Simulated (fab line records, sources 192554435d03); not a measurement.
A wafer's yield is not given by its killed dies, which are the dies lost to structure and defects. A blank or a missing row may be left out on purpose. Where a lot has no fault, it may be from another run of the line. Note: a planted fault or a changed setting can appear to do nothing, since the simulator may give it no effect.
fab line records	flow n5-finfet	part 1 of 2: steps 1 to 24 of 31
record: lots: 5	wafers: 15	last-day: 18
route steps=1938 shown BEOL_M13@1668
lots with no fault: from the same line, run without faults
start-h: the number of hours between the record's first day and the start of the first shown wafer of the lot	wait-h: hours elapsed since this lot's preceding step	" unchanged from the row above	L1.1+2: one row covering several wafers at once	- no value, or no start given	* or withheld: withheld	< > ~ a bound
route shown NAME@n: a module of which the file shows steps, and the number in the route of the first	usual: average and standard deviation across the fault-free wafers	same: alike in all rows	chamber/n: place in a boat	sites: the reading at each site	_std_site: the standard deviation of these	_edge_site: inner sites' mean taken away from outer sites' mean	radius-mm: for every site, how far away it sits from the centre of the wafer	mask NAME#n: copy n	behind: tool/chamber where the wafer was last shaped	hold: cause of the lot's hold/its duration in hours/its outcome	device: the transistor (n, p or np) that didn't switch	end of line: the same wafers' tests at the end of the route	where a step has no rows: the recipe by itself	killed: count of dies lost to structure and defects at first sort (not the wafer's yield)	map: per-die view of a wafer (x killed, . not killed, _ where there is no die)
set.NAME: the run value of the setting; set.NAME@STEP: its run value at that earlier step	model.NAME: the simulator's own value behind a step, which no gauge read
lots seen at some steps along the route; tables by step, rows by wafer
services: a tool's chamber out of use, with start hour (start-h, from the record's first day; less than 0 if before it), hours out, and reason
== steps ==
step: N5_BEOL_M13_HARDBAKE_14
recipe: temp-c: 130	time-s: 120
usual: plate-temp-C: 130.02/0.15
lot.wafer	tool	chamber	start-h	wait-h	plate-temp-C
L082.1	litho-track-05	0	-	-	130.12
L082.2	"	0	"	"	129.93
L082.4	"	0	"	"	129.99
L084.1	litho-track-02	0	-	-	130.04
L084.2	"	0	"	"	129.94
L084.4	"	0	"	"	130.31
L085.1	litho-track-02	0	-	-	130.17
L085.2	"	0	"	"	129.89
L085.5	"	0	"	"	129.72
L086.1	litho-track-02	0	-	-	129.86
L086.4	"	0	"	"	130.17
L086.6	"	0	"	"	130.05
L091.1	litho-track-02	0	-	-	130.16
L091.3	"	0	"	"	130.28
L091.5	"	0	"	"	129.96
step: N5_BEOL_M13_CD_MEAS_10
recipe: target-cd-nm: 190	landing-energy-ev: 500	detector: se-inlens	polarity: opening
usual: cd-nm: 190.1/1.1
lot.wafer	tool	chamber	start-h	wait-h	cd-nm
L082.1	cd-sem-01	0	321.81	-	189.2
L082.2	"	0	"	"	190.7
L082.4	"	0	"	"	189.9
L084.1	cd-sem-01	0	364.85	-	191.7
L084.2	"	0	"	"	190.6
L084.4	"	0	"	"	191.4
L085.1	cd-sem-03	0	365.51	-	191.0
L085.2	"	0	"	"	190.5
L085.5	"	0	"	"	191.4
L086.1	cd-sem-03	0	373.62	-	190.0
L086.4	"	0	"	"	190.5
L086.6	"	0	"	"	190.9
L091.1	cd-sem-02	0	391.11	-	190.4
L091.3	"	0	"	"	190.6
L091.5	"	0	"	"	189.9
step: N5_BEOL_M13_OVL_MEAS_11
recipe: points-per-wafer: 44
usual: V12_OVL: 0/5.8
lot.wafer	tool	chamber	start-h	wait-h	V12_OVL[nm]
L082.1	overlay-01	0	321.84	0.0	9
L082.2	"	0	"	"	1
L082.4	"	0	"	"	1
L084.1	overlay-01	0	364.89	0.0	-1
L084.2	"	0	"	"	-6
L084.4	"	0	"	"	-12
L085.1	overlay-01	0	365.54	0.0	0
L085.2	"	0	"	"	0
L085.5	"	0	"	"	-2
L086.1	overlay-02	0	373.65	0.0	-6
L086.4	"	0	"	"	-4
L086.6	"	0	"	"	-7
L091.1	overlay-02	0	391.14	0.0	2
L091.3	"	0	"	"	1
L091.5	"	0	"	"	0
step: N5_BEOL_M13_INSPECT_12
recipe: mode: adi	inspect-instrument: macro
usual: raw-defect-count: 2.1/1.4
lot.wafer	tool	chamber	start-h	wait-h	raw-defect-count
L082.1	defect-inspect-01	-	321.87	0.0	1
L082.2	"	-	"	"	3
L082.4	"	-	"	"	4
L084.1	defect-inspect-01	-	364.91	0.0	2
L084.2	"	-	"	"	3
L084.4	"	-	"	"	2
L085.1	defect-inspect-02	-	365.56	0.0	1
L085.2	"	-	"	"	2
L085.5	"	-	"	"	3
L086.1	defect-inspect-02	-	373.68	0.0	1
L086.4	"	-	"	"	1
L086.6	"	-	"	"	6
L091.1	defect-inspect-02	-	391.16	0.0	4
L091.3	"	-	"	"	1
L091.5	"	-	"	"	2
step: N5_BEOL_M13_DESCUM_15
recipe: chemistry: O2	time-s: 7.9	source-power-w: 50	bias-power-w: 20	pressure-mtorr: 20	rf-frequency-hz: 2.712e+07	temp-c: 40	o2-flow-sccm: 225
usual: drypump-motor-current-A: 5.6/0.48	oes-product-au: 0.84/0.098	rf-vpp-V: 243.6/1.4	showerhead-plenum-p-Torr: 2.12/0.077	throttle-valve-pct: 20.23/0.25
lot.wafer	tool	chamber	start-h	wait-h	drypump-motor-current-A	oes-product-au	rf-hours-counter-h	rf-vpp-V	showerhead-plenum-p-Torr	throttle-valve-pct
L082.1	rie-diel-05	2	321.90	0.0	5.6	0.94	24	245.8	2.25	20.36
L082.2	"	0	"	"	5.6	0.90	35	241.6	2.06	20.47
L082.4	"	3	"	"	4.9	0.97	7	243.1	2.14	20.14
L084.1	rie-diel-05	1	364.94	0.0	5.4	0.81	104	245.0	2.19	20.14
L084.2	"	3	"	"	5.0	0.94	15	243.0	2.14	20.15
L084.4	"	2	"	"	5.6	0.92	32	244.7	2.25	20.39
L085.1	rie-diel-02	3	365.60	0.0	6.0	0.69	248	241.4	1.97	20.50
L085.2	"	1	"	"	6.4	0.71	182	241.0	2.00	20.63
L085.5	"	2	"	"	5.6	0.69	-	243.8	2.16	20.39
L086.1	rie-diel-03	2	373.71	0.0	5.6	0.91	32	244.4	2.12	19.96
L086.4	"	3	"	"	5.2	0.76	-	244.2	2.09	20.22
L086.6	"	2	"	"	5.6	0.90	-	243.6	2.12	19.96
L091.1	rie-diel-02	0	392.16	1.0	5.0	0.91	28	244.2	2.14	19.79
L091.3	"	2	"	"	5.6	0.68	259	244.5	2.15	20.42
L091.5	"	0	"	"	5.0	0.90	-	245.0	2.14	19.83
step: N5_BEOL_M13_ETCH_59
recipe: chemistry: N2/H2	target: BARC	target-depth-a: 890	overetch-a: 267	time-s: 67.9	ion-energy-ev: 200	pressure-mtorr: 30	source-w: 840	bias-w: 150	n2-flow-sccm: 200	h2-flow-sccm: 200
usual: drypump-motor-current-A: 5.6/0.48	oes-product-au: 0.71/0.078	rf-vpp-V: 524.8/2.5	showerhead-plenum-p-Torr: 2.56/0.091	throttle-valve-pct: 17.60/0.22
lot.wafer	tool	chamber	start-h	wait-h	drypump-motor-current-A	oes-product-au	rf-hours-counter-h	rf-vpp-V	showerhead-plenum-p-Torr	throttle-valve-pct
L082.1	rie-diel-05	2	321.94	0.0	5.6	0.78	24	529.4	2.69	17.55
L082.2	"	0	"	"	5.6	0.75	35	522.8	2.49	17.71
L082.4	"	3	"	"	5.0	0.82	7	525.6	2.58	17.35
L084.1	rie-diel-05	1	364.98	0.0	5.4	0.69	104	527.1	2.67	17.55
L084.2	"	3	"	"	5.0	0.80	15	526.4	2.57	17.36
L084.4	"	2	"	"	5.6	0.77	32	528.1	2.69	17.56
L085.1	rie-diel-02	3	365.63	0.0	6.0	0.59	248	519.7	2.38	17.78
L085.2	"	1	"	"	6.4	0.62	182	519.6	2.41	17.95
L085.5	"	2	"	"	5.5	0.59	-	526.5	2.61	17.87
L086.1	rie-diel-03	2	373.75	0.0	5.6	0.76	32	526.5	2.59	17.53
L086.4	"	3	"	"	5.2	0.66	-	524.9	2.56	17.81
L086.6	"	2	"	"	5.7	0.77	-	526.7	2.59	17.53
L091.1	rie-diel-02	0	392.19	0.0	5.0	0.77	28	525.7	2.59	17.27
L091.3	"	2	"	"	5.6	0.59	259	527.0	2.60	17.90
L091.5	"	0	"	"	5.0	0.77	-	526.0	2.59	17.25
step: N5_BEOL_M13_VIA_ETCH_16
recipe: chemistry: C4F8/O2/Ar	target: SiOC	pressure-mtorr: 30	source-w: 3000	bias-w: 700	Ar_flow_sccm: 400	C4F8_flow_sccm: 15	O2_flow_sccm: 8	he-inner-torr: 15	he-outer-torr: 30	target-depth-a: 9217	time-s: withheld	ion-energy-ev: 250	ends: cleared
usual: drypump-motor-current-A: 5.6/0.48	oes-product-au: 0.75/0.087	rf-vpp-V: 667/3.2	showerhead-plenum-p-Torr: 3.46/0.11	throttle-valve-pct: 24.00/0.24
lot.wafer	tool	chamber	start-h	wait-h	drypump-motor-current-A	oes-product-au	rf-vpp-V	showerhead-plenum-p-Torr	throttle-valve-pct
L082.1	rie-diel-05	2	321.99	0.0	5.6	0.84	671	3.62	24.02
L082.2	"	0	"	"	5.6	0.82	665	3.33	24.06
L082.4	"	3	"	"	5.0	0.86	668	3.49	23.93
L084.1	rie-diel-05	1	365.03	0.0	5.4	0.73	671	3.60	24.08
L084.2	"	3	"	"	5.0	0.85	667	3.49	23.96
L084.4	"	2	"	"	5.6	0.83	670	3.62	24.02
L085.1	rie-diel-02	3	365.68	0.0	6.0	0.62	660	3.26	24.33
L085.2	"	1	"	"	6.4	0.65	662	3.28	24.43
L085.5	"	2	"	"	5.6	0.61	667	3.47	23.90
L086.1	rie-diel-03	2	373.80	0.0	5.6	0.81	668	3.46	23.75
L086.4	"	3	"	"	5.2	0.70	667	3.46	24.20
L086.6	"	2	"	"	5.7	0.81	667	3.46	23.77
L091.1	rie-diel-02	0	392.24	0.0	5.0	0.82	667	3.48	23.55
L091.3	"	2	"	"	5.6	0.61	667	3.46	23.90
L091.5	"	0	"	"	5.0	0.82	668	3.48	23.56
step: N5_BEOL_M13_STRIP_63
recipe: chemistry: N2/H2	power-w: 1000	temp-c: 250	h2-frac: 0.65	overash-fraction: 0.3	pressure-mtorr: 1000	n2-flow-sccm: 1750	h2-flow-sccm: 3250
usual: drypump-motor-current-A: 5.9/0.47	heater-power-w: 343/21	oes-product-au: 0.674/0.0044	strip-time-to-endpoint-s: 27.7/1.1
lot.wafer	tool	chamber	start-h	wait-h	drypump-motor-current-A	heater-power-w	oes-product-au	rf-hours-counter-h	strip-time-to-endpoint-s
L082.1	plasma-asher-01	0	322.22	-	5.6	333	0.678	136	27.6
L082.2	"	1	"	"	6.5	356	0.675	136	26.6
L082.4	"	1	"	"	6.5	360	0.666	-	28.4
L084.1	plasma-asher-02	0	365.27	-	5.2	363	0.676	89	28.0
L084.2	"	1	"	"	5.9	315	0.673	89	29.5
L084.4	"	0	"	"	5.2	366	0.677	-	26.6
L085.1	plasma-asher-01	0	365.92	-	5.6	332	0.679	145	30.2
L085.2	"	1	"	"	6.5	369	0.675	145	29.7
L085.5	"	1	"	"	6.5	364	0.677	-	29.0
L086.1	plasma-asher-01	0	374.03	-	5.6	327	0.673	147	28.7
L086.4	"	1	"	"	6.4	349	0.680	-	28.3
L086.6	"	1	"	"	6.5	360	0.676	-	27.7
L091.1	plasma-asher-01	0	392.48	-	5.6	324	0.677	151	27.3
L091.3	"	0	"	"	5.6	324	0.674	-	29.3
L091.5	"	0	"	"	5.6	333	0.675	-	27.0
step: N5_BEOL_M13_STRIP_64
recipe: chemistry: N2/H2	power-w: 1000	temp-c: 250	h2-frac: 0.65	overash-fraction: 0.3	pressure-mtorr: withheld	n2-flow-sccm: 1750	h2-flow-sccm: 3250
usual: drypump-motor-current-A: 5.9/0.47	heater-power-w: 342/21	oes-product-au: 0.715/0.0049	strip-time-to-endpoint-s: 31.33/0.07
lot.wafer	tool	chamber	start-h	wait-h	drypump-motor-current-A	heater-power-w	oes-product-au	rf-hours-counter-h	strip-time-to-endpoint-s
L082.1	plasma-asher-01	0	322.28	0.0	5.6	317	0.709	136	31.31
L082.2	"	1	"	"	6.5	369	0.721	136	31.30
L082.4	"	1	"	"	6.5	366	0.718	-	31.30
L084.1	plasma-asher-02	0	365.33	0.0	5.2	371	0.711	89	31.32
L084.2	"	1	"	"	5.9	324	0.710	89	31.30
L084.4	"	0	"	"	5.2	365	0.718	-	31.39
L085.1	plasma-asher-01	0	365.98	0.0	5.6	319	0.712	145	31.32
L085.2	"	1	"	"	6.5	369	0.715	145	31.29
L085.5	"	1	"	"	6.5	356	0.720	-	31.33
L086.1	plasma-asher-01	0	374.09	0.0	5.6	322	0.712	147	31.39
L086.4	"	1	"	"	6.5	365	0.713	-	31.33
L086.6	"	1	"	"	6.5	358	0.706	-	31.39
L091.1	plasma-asher-01	0	392.54	0.0	5.6	320	0.709	151	31.35
L091.3	"	0	"	"	5.6	322	0.717	-	31.32
L091.5	"	0	"	"	5.6	314	0.712	-	31.42
step: N5_BEOL_M13_STRIP_71
recipe: chemistry: post-etch-residue-remover	time-s: 60	temp-c: 25	remover-ph: withheld	remover-water-wt-pct: withheld	remover-fluoride-wt-pct: withheld
lot.wafer	tool	chamber	start-h	wait-h
L082.1+2+4	wet-bench-04	4,7,5	322.37	0.1
L084.1+2+4	wet-bench-02	0,1,3	365.41	0.1
L085.1+2+5	wet-bench-01	6,1,2	366.07	0.1
L086.1+4+6	wet-bench-04	1,6,7	374.18	0.1
L091.1+3+5	wet-bench-01	2,5,4	392.63	0.1
step: N5_BEOL_M13_SRD_72
recipe: time-s: 30	temp-c: 23	rinse-liquid: diw	dry: n2-spin	spin-rpm: 1500	dry-time-s: 30
lot.wafer	tool	chamber	start-h	wait-h
L082.1+2+4	wet-bench-04	4,7,5	322.39	0.0
L084.1+2+4	wet-bench-02	0,1,3	365.43	0.0
L085.1+2+5	wet-bench-01	6,1,2	366.09	0.0
L086.1+4+6	wet-bench-04	1,6,7	374.20	0.0
L091.1+3+5	wet-bench-01	2,5,4	392.65	0.0
step: N5_BEOL_M13_CD_MEAS_17
recipe: target-cd-nm: 190	polarity: opening
usual: cd-nm: 190.1/1.6
lot.wafer	tool	chamber	start-h	wait-h	cd-nm
L082.1	cd-sem-01	-	322.43	0.0	188.6
L082.2	"	-	"	"	189.4
L082.4	"	-	"	"	188.2
L084.1	cd-sem-02	-	365.47	0.0	192.4
L084.2	"	-	"	"	189.5
L084.4	"	-	"	"	191.7
L085.1	cd-sem-01	-	366.13	0.0	191.5
L085.2	"	-	"	"	189.1
L085.5	"	-	"	"	192.3
L086.1	cd-sem-03	-	374.24	0.0	190.7
L086.4	"	-	"	"	190.9
L086.6	"	-	"	"	191.5
L091.1	cd-sem-03	-	392.69	0.0	191.8
L091.3	"	-	"	"	190.9
L091.5	"	-	"	"	191.0
step: N5_BEOL_M13_COAT_65
recipe: resist: SOC	temp-c: 250	time-s: 60	spin-rpm: 1500	resist-thk-nm: 350
usual: plate-temp-C: 250.02/0.17
lot.wafer	tool	chamber	start-h	wait-h	plate-temp-C
L082.1	litho-track-05	0	322.47	0.0	249.88
L082.2	"	0	"	"	249.94
L082.4	"	0	"	"	249.67
L084.1	litho-track-05	0	365.51	0.0	249.79
L084.2	"	0	"	"	249.81
L084.4	"	0	"	"	249.81
L085.1	litho-track-05	0	366.16	0.0	250.00
L085.2	"	0	"	"	250.06
L085.5	"	0	"	"	250.24
L086.1	litho-track-03	0	374.28	0.0	250.06
L086.4	"	0	"	"	250.14
L086.6	"	0	"	"	250.30
L091.1	litho-track-02	0	392.72	0.0	250.00
L091.3	"	0	"	"	249.90
L091.5	"	0	"	"	249.95
step: N5_BEOL_M13_COAT_66
recipe: resist: SiARC	temp-c: 220	time-s: 60	spin-rpm: 1500	resist-thk-nm: 110
usual: plate-temp-C: 220.01/0.18
lot.wafer	tool	chamber	start-h	wait-h	plate-temp-C
L082.1	litho-track-05	0	-	-	219.95
L082.2	"	0	"	"	220.06
L082.4	"	0	"	"	220.12
L084.1	litho-track-05	0	-	-	219.98
L084.2	"	0	"	"	219.97
L084.4	"	0	"	"	220.09
L085.1	litho-track-05	0	-	-	220.02
L085.2	"	0	"	"	220.34
L085.5	"	0	"	"	220.24
L086.1	litho-track-03	0	-	-	220.07
L086.4	"	0	"	"	219.96
L086.6	"	0	"	"	219.99
L091.1	litho-track-02	0	-	-	220.15
L091.3	"	0	"	"	220.13
L091.5	"	0	"	"	220.10
step: N5_BEOL_M13_COAT_22
recipe: spin-rpm: 2888	resist-thk-nm: 300
lot.wafer	tool	chamber	start-h	wait-h
L082.1+2+4	litho-track-05	0	-	-
L084.1+2+4	litho-track-05	0	-	-
L085.1+2+5	litho-track-05	0	-	-
L086.1+4+6	litho-track-03	0	-	-
L091.1+3+5	litho-track-02	0	-	-
step: N5_BEOL_M13_EBR_24
recipe: solvent: PGMEA	ebr-width-mm: 1.5
lot.wafer	tool	chamber	start-h	wait-h
L082.1+2+4	litho-track-05	0	-	-
L084.1+2+4	litho-track-05	0	-	-
L085.1+2+5	litho-track-05	0	-	-
L086.1+4+6	litho-track-03	0	-	-
L091.1+3+5	litho-track-02	0	-	-
step: N5_BEOL_M13_SOFTBAKE_23
recipe: temp-c: 130	time-s: 60
usual: plate-temp-C: 130.02/0.14
lot.wafer	tool	chamber	start-h	wait-h	plate-temp-C
L082.1	litho-track-05	0	-	-	130.06
L082.2	"	0	"	"	130.19
L082.4	"	0	"	"	130.13
L084.1	litho-track-05	0	-	-	129.94
L084.2	"	0	"	"	130.04
L084.4	"	0	"	"	129.91
L085.1	litho-track-05	0	-	-	130.09
L085.2	"	0	"	"	130.11
L085.5	"	0	"	"	130.01
L086.1	litho-track-03	0	-	-	129.96
L086.4	"	0	"	"	130.16
L086.6	"	0	"	"	130.11
L091.1	litho-track-02	0	-	-	130.10
L091.3	"	0	"	"	130.11
L091.5	"	0	"	"	130.01
step: N5_BEOL_M13_EXPOSE_25
recipe: mask-id: M13	na: 0.93	source-shape: conventional	sigma-outer: 0.4	polarization: unpolarized	target-cd-nm: 210	dose-mj: 22
lot.wafer	tool	chamber	start-h	wait-h	mask
L082.1+2+4	krf-scanner-01	0	322.58	-	M13#0
L084.1+2+4	krf-scanner-02	0	365.63	-	M13#0
L085.1+2+5	krf-scanner-02	0	366.28	-	M13#0
L086.1+4+6	krf-scanner-01	0	374.52	-	M13#0
L091.1+3+5	krf-scanner-01	0	392.84	-	M13#0
step: N5_BEOL_M13_PEB_26
recipe: peb-temp-c: 130	peb-time-s: 90
usual: plate-temp-C: 129.95/0.14
lot.wafer	tool	chamber	start-h	wait-h	plate-temp-C
L082.1	litho-track-03	0	322.64	0.1	130.17
L082.2	"	0	"	"	129.98
L082.4	"	0	"	"	129.86
L084.1	litho-track-02	0	365.68	0.1	129.83
L084.2	"	0	"	"	129.98
L084.4	"	0	"	"	129.83
L085.1	litho-track-05	0	366.34	0.1	129.87
L085.2	"	0	"	"	129.94
L085.5	"	0	"	"	129.93
L086.1	litho-track-02	0	374.58	0.1	129.74
L086.4	"	0	"	"	130.01
L086.6	"	0	"	"	129.81
L091.1	litho-track-02	0	392.90	0.1	129.92
L091.3	"	0	"	"	130.01
L091.5	"	0	"	"	130.08
step: N5_BEOL_M13_DEVELOP_27
recipe: develop-time-s: 45	rinse-liquid: diw	dry: air-spin	dev-temp-c: 21
lot.wafer	tool	chamber	start-h	wait-h
L082.1+2+4	litho-track-03	0	-	-
L084.1+2+4	litho-track-02	0	-	-
L085.1+2+5	litho-track-05	0	-	-
L086.1+4+6	litho-track-02	0	-	-
L091.1+3+5	litho-track-02	0	-	-
step: N5_BEOL_M13_HARDBAKE_32
recipe: temp-c: 130	time-s: 120
usual: plate-temp-C: 130.02/0.17
lot.wafer	tool	chamber	start-h	wait-h	plate-temp-C
L082.1	litho-track-03	0	-	-	129.91
L082.2	"	0	"	"	130.18
L082.4	"	0	"	"	130.17
L084.1	litho-track-02	0	-	-	129.85
L084.2	"	0	"	"	129.85
L084.4	"	0	"	"	129.85
L085.1	litho-track-05	0	-	-	129.59
L085.2	"	0	"	"	130.00
L085.5	"	0	"	"	129.83
L086.1	litho-track-02	0	-	-	130.11
L086.4	"	0	"	"	130.02
L086.6	"	0	"	"	130.22
L091.1	litho-track-02	0	-	-	130.35
L091.3	"	0	"	"	130.33
L091.5	"	0	"	"	130.13
step: N5_BEOL_M13_CD_MEAS_28
recipe: target-cd-nm: 209.5	landing-energy-ev: 500	detector: se-inlens
usual: cd-nm: 209.8/1
lot.wafer	tool	chamber	start-h	wait-h	cd-nm
L082.1	cd-sem-03	0	322.76	-	211.9
L082.2	"	0	"	"	209.0
L082.4	"	0	"	"	211.0
L084.1	cd-sem-03	0	365.80	-	208.9
L084.2	"	0	"	"	209.2
L084.4	"	0	"	"	208.6
L085.1	cd-sem-02	0	366.45	-	208.7
L085.2	"	0	"	"	209.4
L085.5	"	0	"	"	210.5
L086.1	cd-sem-01	0	374.69	-	209.3
L086.4	"	0	"	"	211.5
L086.6	"	0	"	"	210.1
L091.1	cd-sem-02	0	393.01	-	209.2
L091.3	"	0	"	"	211.1
L091.5	"	0	"	"	209.7
step: N5_BEOL_M13_OVL_MEAS_29
recipe: points-per-wafer: 44
usual: M13_OVL: -1/4.9
lot.wafer	tool	chamber	start-h	wait-h	M13_OVL[nm]
L082.1	overlay-02	0	322.79	0.0	0
L082.2	"	0	"	"	-5
L082.4	"	0	"	"	-7
L084.1	overlay-01	0	365.83	0.0	-3
L084.2	"	0	"	"	1
L084.4	"	0	"	"	3
L085.1	overlay-01	0	366.49	0.0	4
L085.2	"	0	"	"	1
L085.5	"	0	"	"	1
L086.1	overlay-02	0	374.74	0.0	-2
L086.4	"	0	"	"	-8
L086.6	"	0	"	"	-5
L091.1	overlay-01	0	393.04	0.0	-10
L091.3	"	0	"	"	-5
L091.5	"	0	"	"	-8
step: N5_BEOL_M13_INSPECT_30
recipe: mode: adi	inspect-instrument: macro
usual: raw-defect-count: 2.1/1.5
lot.wafer	tool	chamber	start-h	wait-h	raw-defect-count
L082.1	defect-inspect-01	-	322.81	0.0	2
L082.2	"	-	"	"	3
L082.4	"	-	"	"	3
L084.1	defect-inspect-01	-	365.85	0.0	2
L084.2	"	-	"	"	2
L084.4	"	-	"	"	1
L085.1	defect-inspect-02	-	366.51	0.0	0
L085.2	"	-	"	"	2
L085.5	"	-	"	"	2
L086.1	defect-inspect-02	-	374.76	0.0	4
L086.4	"	-	"	"	1
L086.6	"	-	"	"	3
L091.1	defect-inspect-01	-	393.07	0.0	1
L091.3	"	-	"	"	2
L091.5	"	-	"	"	3
